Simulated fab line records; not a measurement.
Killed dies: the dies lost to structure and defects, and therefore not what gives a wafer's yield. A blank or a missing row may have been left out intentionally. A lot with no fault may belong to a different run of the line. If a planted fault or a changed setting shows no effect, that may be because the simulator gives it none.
The tool behind it: which one? ; flow nand_harc ; 39 wafers from 13 lots sampled at 5 of the route's 1302 steps

== WHAT THE GAUGES READ, wafer by wafer ==
NHARC_A_CONTACT_CD_MEAS_08 targets a cd of 200 nm. Usual: cd_nm 200.1 nm, standard deviation 0.48.
lot;measured;on;cd_nm (nm);flag
L683;day 22 19:45;cd_sem-03;199.7 199.8 199.0;
L687;day 24 00:24;cd_sem-03;199.8 200.9 200.3;
L686;day 24 02:01;cd_sem-03;199.7 199.4 199.8;
L689;day 24 19:11;cd_sem-02;200.9 200.4 199.8;
L690;day 26 04:11;cd_sem-02;200.7 200.2 200.3;
L691;day 26 10:05;cd_sem-02;199.2 199.6 200.3;
L695;day 27 23:41;cd_sem-02;199.1 199.4 199.7;
L699;day 29 18:39;cd_sem-02;200.5 200.3 200.4;
L701;day 29 22:19;cd_sem-02;200.8 200.4 200.0;
L700;day 30 00:16;cd_sem-02;200.1 200.2 199.0;
L703;day 31 08:11;cd_sem-02;200.1 200.0 199.4;
L704;day 31 14:34;cd_sem-02;200.3 200.5 200.5;
L705;day 32 01:14;cd_sem-01;200.5 200.5 200.2;

NHARC_END_SORT_01. Usual: killed_at_array 55, standard deviation 20; killed_at_other 0.7, standard deviation 0.96; killed_at_periphery 4.1, standard deviation 2.4; killed_dies 60, standard deviation 20; killed_open 3.3, standard deviation 1.9; killed_short 2.8, standard deviation 1.6.
lot;measured;on;killed_at_array;killed_at_other;killed_at_periphery;killed_dies;killed_open;killed_short;flag
L691;day 28 14:19;prober-01;668 671 19;1 0 0;8 6 8;677 677 27;5 3 2;1 1 4;OFF
L695;day 30 01:54;prober-01;669 50 49;4 1 0;4 5 4;677 56 53;4 1 5;1 2 3;OFF

== EACH LOT AND THE TOOL THAT RAN IT (in order: tool; ch and the chambers of the sampled wafers; start) ==
lot;NHARC_A_CONTACT_ETCH_139;NHARC_A_CONTACT_ETCH_98;NHARC_A_CONTACT_ALD_18
L683;har_cap_etch-02 ch 0,1, day 22 22:37;rie_diel-04 ch 0,2,3, day 22 23:18;ald_metal-02 ch 0,1,2, day 23 00:27
L687;har_cap_etch-02 ch 0,1, day 24 02:59;rie_diel-13 ch 2,3, day 24 04:45 or earlier;ald_metal-02 ch 0,1,3, day 24 04:45
L686;har_cap_etch-03 ch 0,1, day 24 04:37;rie_diel-04 ch 2,3, day 24 06:25 or earlier;ald_metal-04 ch 0,1,2, day 24 06:25
L689;har_cap_etch-02 ch 0,1, day 24 21:57;rie_diel-04 ch 0,2,3, day 24 23:41 or earlier;ald_metal-04 ch 1,2,3, day 24 23:41
L690;har_cap_etch-01 ch 0,1, day 26 06:47;rie_diel-13 ch 0,1,2, day 26 08:31 or earlier;ald_metal-01 ch 0,1,3, day 26 08:31
L691;har_cap_etch-01 ch 0,1, day 26 12:45;rie_diel-04 ch 0,1,3, day 26 14:29 or earlier;ald_metal-01 ch 0,1, day 26 14:29
L695;har_cap_etch-01 ch 0,1, day 28 02:40;rie_diel-04 ch 1,2, day 28 04:26 or earlier;ald_metal-01 ch 0,1,2, day 28 04:26
L699;har_cap_etch-02 ch 0,1, day 29 21:15;rie_diel-04 ch 1,2, day 29 23:01 or earlier;ald_metal-04 ch 1,2,3, day 29 23:01
L701;har_cap_etch-01 ch 0,1, day 30 00:55;rie_diel-04 ch 0,1, day 30 02:38 or earlier;ald_metal-02 ch 0,1, day 30 02:38
L700;har_cap_etch-02 ch 0,1, day 30 02:54;rie_diel-04 ch 0,1,2, day 30 04:37 or earlier;ald_metal-04 ch 1,2,3, day 30 04:37
L703;har_cap_etch-02 ch 0,1, day 31 11:00;rie_diel-13 ch 1,2,3, day 31 12:44 or earlier;ald_metal-01 ch 1,3, day 31 12:44
L704;har_cap_etch-01 ch 0,1, day 31 17:43;rie_diel-04 ch 1,2,3, day 31 19:42 or earlier;ald_metal-04 ch 1,2,3, day 31 19:42
L705;har_cap_etch-01 ch 0,1, day 32 03:56;rie_diel-04 ch 0,1, day 32 05:38 or earlier;ald_metal-02 ch 0,1,3, day 32 05:38
- NHARC_A_CONTACT_ETCH_139: etches the open film in C4F8/O2/Ar, time 195 s, target depth 840 nm.
- NHARC_A_CONTACT_ETCH_98: etches the open film in C4F6/O2, target depth 20 nm, time 10 s.
- NHARC_A_CONTACT_ALD_18: deposits TiN, target thk 3 nm, pulse time 1 s, ald cycles 150.

== WHAT THE TOOLS THEMSELVES READ (means of the sampled wafers that have a number; where no wafer has one, the mark that the record gives instead) ==
NHARC_A_CONTACT_ETCH_98. Usual: drypump_motor_current_A 5.6 A, standard deviation 0.4; oes_product_au 0.963 a.u., standard deviation 0.026; rf_vpp_V 545.3 V, standard deviation 2.5; showerhead_plenum_p_Torr 3.85 Torr, standard deviation 0.12; throttle_valve_pct 26.904 %, standard deviation 0.0092.
lot;tool;drypump_motor_current_A (A);oes_product_au (a.u.);rf_vpp_V (V);showerhead_plenum_p_Torr (Torr);throttle_valve_pct (%);flag
L683;rie_diel-04;5.6;0.961;545.8;3.87;26.910;
L687;rie_diel-13;5.4;0.935;547.7;4.04;26.902;
L686;rie_diel-04;5.7;0.953;546.1;3.88;26.898;
L689;rie_diel-04;5.6;0.961;545.9;3.86;26.911;
L690;rie_diel-13;5.6;1.000;544.2;3.78;26.906;
L691;rie_diel-04;5.5;0.939;544.3;3.81;26.902;
L695;rie_diel-04;5.5;1.013;546.1;3.82;26.902;
L699;rie_diel-04;5.4;0.952;544.4;3.76;26.902;
L701;rie_diel-04;5.4;0.951;543.4;3.77;26.903;
L700;rie_diel-04;5.5;0.954;544.3;3.79;26.909;
L703;rie_diel-13;5.3;0.973;544.9;3.88;26.904;
L704;rie_diel-04;5.5;0.960;544.2;3.81;26.906;
L705;rie_diel-04;5.4;0.938;543.9;3.77;26.898;

NHARC_A_CONTACT_ALD_18. Usual: heater_power_w 1109 W, standard deviation 89; precursor_pulse_height_rel 1.000, standard deviation 0.023.
lot;tool;heater_power_w (W);precursor_pulse_height_rel;flag
L683;ald_metal-02;1209;1.010;
L687;ald_metal-02;1179;0.990;
L686;ald_metal-04;1046;1.002;
L689;ald_metal-04;1077;0.996;
L690;ald_metal-01;1123;0.985;
L691;ald_metal-01;1110;1.001;
L695;ald_metal-01;1177;1.000;
L699;ald_metal-04;1077;1.003;
L701;ald_metal-02;1247;0.999;
L700;ald_metal-04;1083;0.987;
L703;ald_metal-01;1088;1.002;
L704;ald_metal-04;1066;1.008;
L705;ald_metal-02;1164;0.998;

== THE ANSWER, worked out from the rows above alone ==
Rule: lot off if the mean of its wafers having a number is beyond 3 standard deviations from the usual mean. A lot without any number at a reading at which 4 lots or more have one is off too. Any other lot the step has rows for is counted as sound. The gauges are gone through in route order, then the tools' own readings, and for those a lot's mean is taken as printed above. The first step at which some lot is off is used, and at that step the reading that is off furthest; a lot without a number counts as furthest.
Off: L691, L695 (NHARC_END_SORT_01, killed_dies). Neither off nor sound, because the step has no rows for them: L683, L687, L686, L689, L690, L699, L701, L700, L703, L704, L705.
A tool fits if, at a process step before that reading, it ran every lot that is off, and no sound lot after the first of them. The gauges at NHARC_END_SORT_01 are tried like those tools. With no start given for some of its lots, NHARC_A_CONTACT_ETCH_98 uses the hours and lot order of NHARC_A_CONTACT_ALD_18. Can't be told from this: 4 tools fit, har_cap_etch-01 at NHARC_A_CONTACT_ETCH_139, rie_diel-04 at NHARC_A_CONTACT_ETCH_98, ald_metal-01 at NHARC_A_CONTACT_ALD_18, prober-01 at NHARC_END_SORT_01.

== WHAT HAD BEEN PUT IN BY THE SIMULATOR ==
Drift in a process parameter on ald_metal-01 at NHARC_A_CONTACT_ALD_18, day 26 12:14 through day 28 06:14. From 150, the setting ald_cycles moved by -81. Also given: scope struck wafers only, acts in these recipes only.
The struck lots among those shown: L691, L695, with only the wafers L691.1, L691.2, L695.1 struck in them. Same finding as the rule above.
